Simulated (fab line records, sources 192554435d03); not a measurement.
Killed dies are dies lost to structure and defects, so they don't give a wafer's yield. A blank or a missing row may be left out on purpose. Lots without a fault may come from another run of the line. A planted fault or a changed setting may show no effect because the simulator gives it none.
Chamber matching | flow n5_finfet | N5_MOL_CONTACT_COAG_ETCHBACK_135 on rie_diel-01: 4 sister chambers
The step etches SiO2 in CHF3, target depth 25 nm, time 16.7 s. 4 wafers are shown with their chamber, then 9 later ones without.

WAFERS WITH THEIR CHAMBER
wafer  | chamber | drypump_motor_current_A (A)
L085.1 | 3       | 6.1
L093.1 | 2       | 6.2
L093.4 | 0       | 6.4
L093.5 | 1       | 5.9

WAFERS WITHOUT THEIR CHAMBER
wafer  | drypump_motor_current_A (A)
L094.2 | 6.1
L094.5 | 6.5
L094.6 | 5.9
L095.1 | 6.2
L095.3 | 6.4
L095.4 | 6.2
L096.4 | 5.9
L096.5 | 6.0
L096.6 | 6.2

WHICH CHAMBER EACH WENT THROUGH
wafer  | from the rows above     | in truth
L094.2 | 3                       | 3
L094.5 | 0                       | 0
L094.6 | 1                       | 1
L095.1 | 2                       | 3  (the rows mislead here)
L095.3 | 0                       | 0
L095.4 | 2                       | 2
L096.4 | 1                       | 1
L096.5 | can't be placed: 1 or 3 | 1
L096.6 | 2                       | 2
Placed correctly: 7 of 9. Can't be placed from these rows: 1 (the true chamber is among the candidates in 1). Placed wrongly: 1.
How it was worked out, from the rows above alone: a wafer's distance from a chamber is the root of the sum, over the readings, of the square of ((its reading less the chamber's mean) divided by the reading's scatter). The wafer belongs to the nearest chamber; if the next one is less than 2 further off, it can't be placed. A chamber's mean is the mean of its shown wafers. The scatter: with one shown wafer a chamber, the root of the mean of the squares of how far each hidden wafer lies from its nearest shown one.
